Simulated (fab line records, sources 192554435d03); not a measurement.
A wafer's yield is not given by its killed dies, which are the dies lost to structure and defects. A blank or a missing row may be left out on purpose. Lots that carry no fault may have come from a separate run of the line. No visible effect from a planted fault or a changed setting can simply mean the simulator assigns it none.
fab line records | flow n5_finfet
record lots=10 | wafers=30 | last_day=18
route steps=1938 shown BEOL_M4@1036
lots that met no fault: from a run of the same line without faults
start_h: start of the lot's first displayed wafer, in hours after the record's first day | wait_h: hours since the lot's step before | " the same as in the row above | L1.1+2: one row covering several wafers at once | - either no value or no given start | * or withheld: withheld | < > ~ a bound
route shown NAME@n: names a module that has steps shown in the file, with the first one's number in the route | usual: the fault-free wafers' mean and standard deviation | same: alike in all rows | chamber/n: place in a boat | sites: per-site readings | _std_site: their standard deviation | _edge_site: inner sites' mean taken away from outer sites' mean | radius_mm: for every site, how far away it sits from the centre of the wafer | mask NAME#n: copy n | behind: tool/chamber where the wafer was last shaped | hold: why the lot was held/for how many hours/how that ended | device: the n, p or np transistor that did not switch | end of line: the tests these same wafers got at the end of their route | a step given without rows: its recipe and nothing more | killed: not the wafer's yield, but the dies lost to structure and defects at the first sort | map: a wafer's dies, x killed, . not, _ none there
set.NAME: the run value of the setting; set.NAME@STEP: its run value at that earlier step | model.NAME: the simulator's own value behind a step, which no gauge read
a sample of lots followed through the steps of the route, with each step as a table and each wafer as a row
services: from which hour (start_h, from the record's first day; less than 0 if before it) a tool's chamber was out of use, for how many hours, and why
## steps
# step N5_BEOL_M4_INSPECT_13
# recipe mode=adi | inspect_instrument=brightfield
# usual raw_defect_count=445/110
lot.wafer | tool              | chamber | start_h | wait_h | raw_defect_count
L183.2    | defect_inspect-02 | -       | 199.48  | 0.0    | 434
L183.3    | "                 | -       | "       | "      | 431
L183.4    | "                 | -       | "       | "      | 394
L184.1    | defect_inspect-02 | -       | 211.82  | 0.1    | 901
L184.3    | "                 | -       | "       | "      | 792
L184.6    | "                 | -       | "       | "      | 612
L186.1    | defect_inspect-02 | -       | 213.05  | 0.1    | 355
L186.3    | "                 | -       | "       | "      | 436
L186.4    | "                 | -       | "       | "      | 262
L187.1    | defect_inspect-02 | -       | 213.74  | 0.1    | 474
L187.4    | "                 | -       | "       | "      | 430
L187.6    | "                 | -       | "       | "      | 434
L185.2    | defect_inspect-02 | -       | 215.65  | 0.0    | 711
L185.3    | "                 | -       | "       | "      | 407
L185.5    | "                 | -       | "       | "      | 385
L188.1    | defect_inspect-02 | -       | 228.32  | 0.1    | 474
L188.3    | "                 | -       | "       | "      | 421
L188.6    | "                 | -       | "       | "      | 388
L189.1    | defect_inspect-02 | -       | 232.50  | 0.1    | 509
L189.2    | "                 | -       | "       | "      | 529
L189.3    | "                 | -       | "       | "      | 442
L195.2    | defect_inspect-02 | -       | 267.43  | 0.0    | 502
L195.3    | "                 | -       | "       | "      | 546
L195.5    | "                 | -       | "       | "      | 346
L194.3    | defect_inspect-01 | -       | 268.52  | 0.0    | 399
L194.5    | "                 | -       | "       | "      | 476
L194.6    | "                 | -       | "       | "      | 346
L203.1    | defect_inspect-02 | -       | 312.24  | 0.1    | 185
L203.3    | "                 | -       | "       | "      | 239
L203.4    | "                 | -       | "       | "      | 260
# step N5_BEOL_M4_STRIP_19
# recipe chemistry=O2 | power_w=400 | temp_c=40 | pressure_mtorr=30 | rf_frequency_hz=6e+07 | bias_power_w=0 | overash_fraction=0.2 | o2_flow_sccm=225
# usual drypump_motor_current_A=5.6/0.5 | oes_product_au=0.77/0.074 | rf_vpp_V=3.6/0.47 | showerhead_plenum_p_Torr=2.07/0.069 | throttle_valve_pct=16.64/0.2
lot.wafer | tool        | chamber | start_h | wait_h | drypump_motor_current_A | oes_product_au | rf_hours_counter_h | rf_vpp_V | showerhead_plenum_p_Torr | throttle_valve_pct
L183.2    | rie_diel-03 | 1       | 199.96  | 0.2    | 6.3                     | 0.80           | 105                | 3.7      | 2.09                     | 16.25
L183.3    | "           | 3       | "       | "      | 5.7                     | 0.80           | 101                | 3.4      | 2.02                     | 16.45
L183.4    | "           | 0       | "       | "      | 5.1                     | 0.78           | 113                | 3.8      | 2.18                     | 16.66
L184.1    | rie_diel-04 | 2       | 212.31  | 0.1    | 6.8                     | 0.66           | 226                | 3.2      | 2.05                     | 17.06
L184.3    | "           | 3       | "       | "      | 5.8                     | 0.69           | 198                | 4.0      | 2.08                     | 16.60
L184.6    | "           | 1       | "       | "      | 5.7                     | 0.73           | -                  | 3.5      | 2.00                     | 16.42
L186.1    | rie_diel-04 | 2       | 213.87  | 0.1    | 6.8                     | 0.66           | 227                | 3.5      | 2.05                     | 17.05
L186.3    | "           | 0       | "       | "      | 5.0                     | 0.82           | 104                | 3.9      | 2.04                     | 16.75
L186.4    | "           | 1       | "       | "      | 5.7                     | 0.74           | 187                | 3.8      | 2.00                     | 16.42
L187.1    | rie_diel-06 | 3       | 214.30  | 0.1    | 5.0                     | 0.92           | 35                 | 4.7      | 2.22                     | 16.78
L187.4    | "           | 1       | "       | "      | 5.9                     | 0.88           | -                  | 3.7      | 2.21                     | 16.46
L187.6    | "           | 3       | "       | "      | 5.0                     | 0.91           | -                  | 3.8      | 2.22                     | 16.79
L185.2    | rie_diel-03 | 2       | 216.06  | 0.1    | 5.6                     | 0.83           | 85                 | 4.1      | 2.04                     | 16.83
L185.3    | "           | 0       | "       | "      | 5.1                     | 0.77           | 120                | 3.8      | 2.18                     | 16.68
L185.5    | "           | 2       | "       | "      | 5.6                     | 0.83           | -                  | 3.0      | 2.04                     | 16.84
L188.1    | rie_diel-06 | 3       | 228.88  | 0.2    | 4.9                     | 0.89           | 42                 | 4.3      | 2.22                     | 16.78
L188.3    | "           | 0       | "       | "      | 5.3                     | 0.88           | 34                 | 3.3      | 2.13                     | 16.53
L188.6    | "           | 3       | "       | "      | 4.9                     | 0.90           | -                  | 3.6      | 2.22                     | 16.79
L189.1    | rie_diel-06 | 1       | 232.99  | 0.2    | 5.9                     | 0.87           | 56                 | 3.5      | 2.21                     | 16.49
L189.2    | "           | 3       | "       | "      | 5.0                     | 0.90           | 44                 | 3.4      | 2.22                     | 16.80
L189.3    | "           | 0       | "       | "      | 5.3                     | 0.88           | 37                 | 3.7      | 2.13                     | 16.55
L195.2    | rie_diel-04 | 3       | 267.96  | 0.2    | 5.8                     | 0.67           | 219                | 3.6      | 2.08                     | 16.61
L195.3    | "           | 1       | "       | "      | 5.7                     | 0.72           | 204                | 3.9      | 1.99                     | 16.46
L195.5    | "           | 1       | "       | "      | 5.7                     | 0.72           | -                  | 4.1      | 1.99                     | 16.44
L194.3    | rie_diel-03 | 3       | 269.05  | 0.1    | 5.7                     | 0.77           | 125                | 3.9      | 2.01                     | 16.52
L194.5    | "           | 2       | "       | "      | 5.6                     | 0.80           | -                  | 3.7      | 2.04                     | 16.87
L194.6    | "           | 0       | "       | "      | 5.2                     | 0.75           | -                  | 3.9      | 2.17                     | 16.73
L203.1    | rie_diel-04 | 0       | 313.02  | 0.2    | 4.9                     | 0.78           | 142                | 4.5      | 2.02                     | 16.82
L203.3    | "           | 3       | "       | "      | 5.8                     | 0.67           | 239                | 3.9      | 2.07                     | 16.67
L203.4    | "           | 3       | "       | "      | 5.8                     | 0.67           | -                  | 3.7      | 2.07                     | 16.67
# step N5_BEOL_M4_CD_MEAS_28
# recipe target_cd_nm=26.2 | landing_energy_ev=500 | detector=se_inlens | target_cd_y_nm=24.1 | polarity=opening
# usual cd_nm=26.25/0.23
lot.wafer | tool      | chamber | start_h | wait_h | cd_nm
L183.2    | cd_sem-02 | 0       | 200.35  | -      | 26.46
L183.3    | "         | 0       | "       | "      | 26.40
L183.4    | "         | 0       | "       | "      | 26.67
L184.1    | cd_sem-02 | 0       | 212.70  | -      | 26.74
L184.3    | "         | 0       | "       | "      | 26.76
L184.6    | "         | 0       | "       | "      | 26.22
L186.1    | cd_sem-01 | 0       | 214.26  | -      | 26.53
L186.3    | "         | 0       | "       | "      | 26.48
L186.4    | "         | 0       | "       | "      | 26.55
L187.1    | cd_sem-03 | 0       | 214.70  | -      | 26.10
L187.4    | "         | 0       | "       | "      | 26.48
L187.6    | "         | 0       | "       | "      | 26.40
L185.2    | cd_sem-01 | 0       | 216.46  | -      | 26.42
L185.3    | "         | 0       | "       | "      | 26.19
L185.5    | "         | 0       | "       | "      | 25.80
L188.1    | cd_sem-03 | 0       | 229.39  | -      | 26.10
L188.3    | "         | 0       | "       | "      | 26.37
L188.6    | "         | 0       | "       | "      | 26.05
L189.1    | cd_sem-03 | 0       | 233.38  | -      | 26.49
L189.2    | "         | 0       | "       | "      | 26.30
L189.3    | "         | 0       | "       | "      | 26.13
L195.2    | cd_sem-02 | 0       | 268.48  | -      | 26.31
L195.3    | "         | 0       | "       | "      | 26.27
L195.5    | "         | 0       | "       | "      | 26.03
L194.3    | cd_sem-01 | 0       | 269.44  | -      | 25.94
L194.5    | "         | 0       | "       | "      | 26.22
L194.6    | "         | 0       | "       | "      | 25.84
L203.1    | cd_sem-03 | 0       | 313.60  | -      | 25.94
L203.3    | "         | 0       | "       | "      | 25.75
L203.4    | "         | 0       | "       | "      | 26.28
# step N5_BEOL_M4_ETCH_77
# recipe chemistry=N2/H2 | target=underlayer | target_depth_a=65 | mask_material=CAR-EUV | time_s=5.2 | ion_energy_ev=200 | pressure_mtorr=30 | source_w=840 | bias_w=150 | n2_flow_sccm=200 | h2_flow_sccm=200 | ends=cleared
# usual bias_w=150.0/0.44 | chamber_pressure_mTorr=29.99/0.046 | drypump_motor_current_A=5.6/0.48 | etch_rf_on_time_s=5.19/0.1 | oes_product_au=0.68/0.071 | rf_vpp_V=524.0/2.9 | showerhead_plenum_p_Torr=2.54/0.095 | throttle_valve_pct=17.78/0.19
lot.wafer | tool        | chamber | start_h | wait_h | bias_w | chamber_pressure_mTorr | drypump_motor_current_A | etch_rf_on_time_s | oes_product_au | rf_hours_counter_h | rf_vpp_V | showerhead_plenum_p_Torr | throttle_valve_pct
L183.2    | rie_diel-03 | 2       | 200.51  | 0.0    | 150.3  | 29.93                  | 5.6                     | 5.23              | 0.71           | 79                 | 522.7    | 2.46                     | 17.95
L183.3    | "           | 0       | "       | "      | 150.1  | 30.03                  | 5.2                     | 5.28              | 0.66           | 113                | 528.8    | 2.64                     | 17.76
L183.4    | "           | 3       | "       | "      | 150.0  | 30.02                  | 5.7                     | 5.19              | 0.68           | 101                | 520.7    | 2.45                     | 17.70
L184.1    | rie_diel-06 | 1       | 213.29  | 0.0    | 150.3  | 30.03                  | 5.9                     | 5.08              | 0.76           | 46                 | 527.7    | 2.70                     | 17.71
L184.3    | "           | 0       | "       | "      | 149.8  | 30.04                  | 5.3                     | 5.18              | 0.77           | 26                 | 526.2    | 2.59                     | 17.81
L184.6    | "           | 0       | "       | "      | 149.4  | 29.94                  | 5.3                     | 5.24              | 0.76           | -                  | 526.0    | 2.59                     | 17.83
L186.1    | rie_diel-06 | 1       | 214.42  | 0.0    | 150.0  | 29.91                  | 5.9                     | 5.01              | 0.77           | 46                 | 527.7    | 2.70                     | 17.72
L186.3    | "           | 3       | "       | "      | 149.6  | 30.00                  | 5.0                     | 5.00              | 0.80           | 35                 | 528.3    | 2.68                     | 17.79
L186.4    | "           | 1       | "       | "      | 150.1  | 29.98                  | 5.9                     | 4.99              | 0.76           | -                  | 530.2    | 2.70                     | 17.73
L187.1    | rie_diel-03 | 2       | 214.90  | 0.0    | 150.3  | 30.08                  | 5.6                     | 5.26              | 0.70           | 84                 | 521.9    | 2.46                     | 17.97
L187.4    | "           | 3       | "       | "      | 150.3  | 29.93                  | 5.7                     | 5.19              | 0.67           | 106                | 525.0    | 2.45                     | 17.71
L187.6    | "           | 0       | "       | "      | 149.7  | 29.93                  | 5.2                     | 5.29              | 0.66           | -                  | 526.4    | 2.64                     | 17.78
L185.2    | rie_diel-04 | 1       | 216.61  | 0.0    | 149.5  | 30.03                  | 5.7                     | 5.24              | 0.63           | 188                | 519.6    | 2.42                     | 17.52
L185.3    | "           | 0       | "       | "      | 149.8  | 29.95                  | 4.9                     | 5.14              | 0.70           | 105                | 521.4    | 2.45                     | 17.90
L185.5    | "           | 1       | "       | "      | 150.1  | 30.12                  | 5.7                     | 5.21              | 0.64           | -                  | 520.1    | 2.42                     | 17.51
L188.1    | rie_diel-03 | 3       | 229.55  | 0.0    | 150.3  | 30.02                  | 5.7                     | 5.19              | 0.67           | 112                | 519.3    | 2.45                     | 17.71
L188.3    | "           | 1       | "       | "      | 149.1  | 30.04                  | 6.3                     | 5.22              | 0.66           | 117                | 525.8    | 2.54                     | 17.43
L188.6    | "           | 2       | "       | "      | 150.3  | 30.02                  | 5.6                     | 5.28              | 0.70           | -                  | 521.5    | 2.45                     | 17.96
L189.1    | rie_diel-06 | 1       | 233.54  | 0.0    | 150.5  | 30.06                  | 5.9                     | 4.96              | 0.76           | 56                 | 528.0    | 2.70                     | 17.74
L189.2    | "           | 0       | "       | "      | 149.7  | 29.98                  | 5.3                     | 5.17              | 0.76           | 37                 | 523.6    | 2.59                     | 17.83
L189.3    | "           | 2       | "       | "      | 149.3  | 29.98                  | 5.4                     | 5.00              | 0.83           | 1                  | 526.6    | 2.58                     | 17.53
L195.2    | rie_diel-03 | 0       | 268.74  | 0.0    | -      | -                      | -                       | -                 | -              | -                  | -        | -                        | -
L195.3    | "           | 2       | "       | "      | -      | -                      | -                       | -                 | -              | -                  | -        | -                        | -
L195.5    | "           | 3       | "       | "      | -      | -                      | -                       | -                 | -              | -                  | -        | -                        | -
L194.3    | rie_diel-03 | 2       | 269.59  | 0.0    | -      | -                      | -                       | -                 | -              | -                  | -        | -                        | -
L194.5    | "           | 0       | "       | "      | -      | -                      | -                       | -                 | -              | -                  | -        | -                        | -
L194.6    | "           | 3       | "       | "      | -      | -                      | -                       | -                 | -              | -                  | -        | -                        | -
L203.1    | rie_diel-04 | 0       | 313.76  | 0.0    | 150.5  | 29.99                  | 4.9                     | 5.21              | 0.66           | 143                | 520.7    | 2.43                     | 17.96
L203.3    | "           | 2       | "       | "      | 149.7  | 30.00                  | 6.7                     | 5.27              | 0.85           | 0                  | 523.7    | 2.50                     | 17.88
L203.4    | "           | 1       | "       | "      | 150.1  | 30.01                  | 5.7                     | 5.20              | 0.61           | 225                | 519.7    | 2.41                     | 17.60
# step N5_BEOL_M4_RC_MEAS_101
# usual DIBL_N=36.0/2.2 | DIBL_P=36.2/2.4 | IOFF_N=0.16/0.035 | IOFF_P=0.21/0.037 | ION_N=672/13 | ION_P=461/7 | SS_N=71.4/0.69 | SS_P=73.2/0.75 | VT_N=250/3.4 | VT_P=-251/3
lot.wafer | tool      | chamber | start_h | wait_h | DIBL_N[mV/V] | DIBL_P[mV/V] | IOFF_N[nA/um] | IOFF_P[nA/um] | ION_N[uA/um] | ION_P[uA/um] | SS_N[mV/dec] | SS_P[mV/dec] | VT_N[mV] | VT_P[mV]
L183.2    | prober-01 | 0       | 207.96  | 0.3    | 37.4         | 36.8         | 0.14          | 0.21          | 676          | 465          | 71.4         | 73.0         | 254      | -247
L183.3    | "         | 0       | "       | "      | 36.3         | 36.0         | 0.13          | 0.20          | 670          | 468          | 71.3         | 72.5         | 252      | -250
L183.4    | "         | 0       | "       | "      | 33.0         | 32.4         | 0.09          | 0.15          | 649          | 456          | 70.2         | 72.0         | 257      | -251
L184.1    | prober-02 | 0       | 232.31  | 0.0    | 34.8         | 35.5         | 0.14          | 0.20          | 672          | 463          | 70.9         | 73.6         | 252      | -252
L184.3    | "         | 0       | "       | "      | 34.9         | 35.1         | 0.14          | 0.20          | 666          | 462          | 70.7         | 72.9         | 251      | -248
L184.6    | "         | 0       | "       | "      | 33.5         | 34.3         | 0.12          | 0.18          | 661          | 457          | 70.3         | 72.7         | 254      | -251
L186.1    | prober-01 | 0       | 235.09  | 0.0    | 35.2         | 34.8         | 0.14          | 0.18          | 665          | 455          | 71.1         | 72.2         | 253      | -255
L186.3    | "         | 0       | "       | "      | 32.3         | 32.9         | 0.11          | 0.16          | 655          | 454          | 70.3         | 71.8         | 254      | -252
L186.4    | "         | 0       | "       | "      | 35.6         | 36.0         | 0.14          | 0.19          | 667          | 461          | 71.0         | 72.8         | 251      | -254
L187.1    | prober-02 | 0       | 235.70  | 0.0    | 34.2         | 33.5         | 0.13          | 0.18          | 675          | 465          | 70.3         | 72.5         | 252      | -250
L187.4    | "         | 0       | "       | "      | 36.7         | 37.9         | 0.18          | 0.24          | 684          | 471          | 71.8         | 73.6         | 246      | -246
L187.6    | "         | 0       | "       | "      | 36.2         | 36.5         | 0.16          | 0.22          | 683          | 460          | 70.8         | 73.1         | 249      | -250
L185.2    | prober-02 | 0       | 236.88  | 0.2    | 37.0         | 39.5         | 0.18          | 0.26          | 667          | 465          | 72.0         | 74.1         | 252      | -250
L185.3    | "         | 0       | "       | "      | 36.6         | 38.0         | 0.17          | 0.23          | 674          | 460          | 71.6         | 74.1         | 248      | -251
L185.5    | "         | 0       | "       | "      | 34.1         | 35.2         | 0.13          | 0.19          | 660          | 463          | 71.6         | 72.9         | 254      | -254
L188.1    | prober-01 | 0       | 240.70  | 0.0    | 38.1         | 37.4         | 0.20          | 0.21          | 667          | 455          | 72.1         | 73.1         | 250      | -252
L188.3    | "         | 0       | "       | "      | 38.7         | 40.3         | 0.22          | 0.26          | 690          | 466          | 71.9         | 74.4         | 244      | -246
L188.6    | "         | 0       | "       | "      | 37.8         | 39.1         | 0.19          | 0.23          | 677          | 459          | 71.7         | 73.5         | 248      | -252
L189.1    | prober-02 | 0       | 261.06  | 0.0    | 40.6         | 41.8         | 0.22          | 0.27          | 697          | 467          | 72.3         | 74.2         | 246      | -247
L189.2    | "         | 0       | "       | "      | 37.0         | 38.9         | 0.14          | 0.20          | 661          | 457          | 71.7         | 73.3         | 254      | -249
L189.3    | "         | 0       | "       | "      | 39.7         | 41.3         | 0.20          | 0.24          | 671          | 457          | 72.9         | 74.5         | 247      | -249
L195.2    | prober-02 | 0       | 299.60  | 0.2    | 35.1         | 36.3         | 0.15          | 0.22          | 664          | 461          | 71.1         | 73.1         | 248      | -250
L195.3    | "         | 0       | "       | "      | 35.3         | 35.5         | 0.15          | 0.19          | 677          | 457          | 70.9         | 73.1         | 251      | -252
L195.5    | "         | 0       | "       | "      | 35.8         | 37.0         | 0.16          | 0.23          | 677          | 463          | 71.8         | 73.0         | 250      | -248
L194.3    | prober-02 | 0       | 302.42  | 0.3    | 35.7         | 36.3         | 0.16          | 0.20          | 673          | 466          | 71.7         | 73.6         | 251      | -253
L194.5    | "         | 0       | "       | "      | 36.6         | 37.7         | 0.17          | 0.22          | 665          | 464          | 72.0         | 73.7         | 251      | -252
L194.6    | "         | 0       | "       | "      | 34.8         | 36.3         | 0.15          | 0.20          | 669          | 458          | 71.0         | 73.3         | 250      | -253
L203.1    | prober-01 | 0       | 341.10  | 0.0    | 36.0         | 35.5         | 0.14          | 0.20          | 676          | 466          | 70.8         | 73.0         | 251      | -249
L203.3    | "         | 0       | "       | "      | 37.5         | 37.4         | 0.18          | 0.24          | 682          | 473          | 71.7         | 73.2         | 249      | -247
L203.4    | "         | 0       | "       | "      | 36.2         | 36.2         | 0.16          | 0.21          | 678          | 466          | 71.3         | 73.0         | 250      | -248
## services
tool        | chamber | start_h | hours | kind
rie_diel-06 | -       | 202.66  | 1.0   | repair
rie_diel-06 | 2       | 215.81  | -     | clean
rie_diel-06 | 2       | 215.81  | -     | consumable_replace:focus_ring
rie_diel-06 | 2       | 215.81  | 15.1  | scheduled_down
rie_diel-06 | 2       | 215.81  | 15.1  | vent_cycle
rie_diel-03 | 1       | 265.87  | 8.3   | repair
rie_diel-04 | 2       | 281.12  | -     | clean
rie_diel-04 | 2       | 281.12  | -     | consumable_replace:focus_ring
rie_diel-04 | 2       | 281.12  | 32.3  | scheduled_down
rie_diel-04 | 2       | 281.12  | 32.3  | vent_cycle
## key
first_sign step=N5_BEOL_M4_ETCH_77 | reading=tool_record | direction=missing
effect none on later readings
met_at N5_BEOL_M4_ETCH_77
struck_lots L194,L195
not_acting_at N5_BEOL_M4_INSPECT_13,N5_BEOL_M4_STRIP_19,N5_BEOL_M4_CD_MEAS_28
onset_between 229.55 268.74
fault kind=skipped_step_whole | tool=rie_diel-03 | chamber=- | onset_h=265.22 | steps=N5_BEOL_M4_ETCH_77 | scope=struck_lots_only
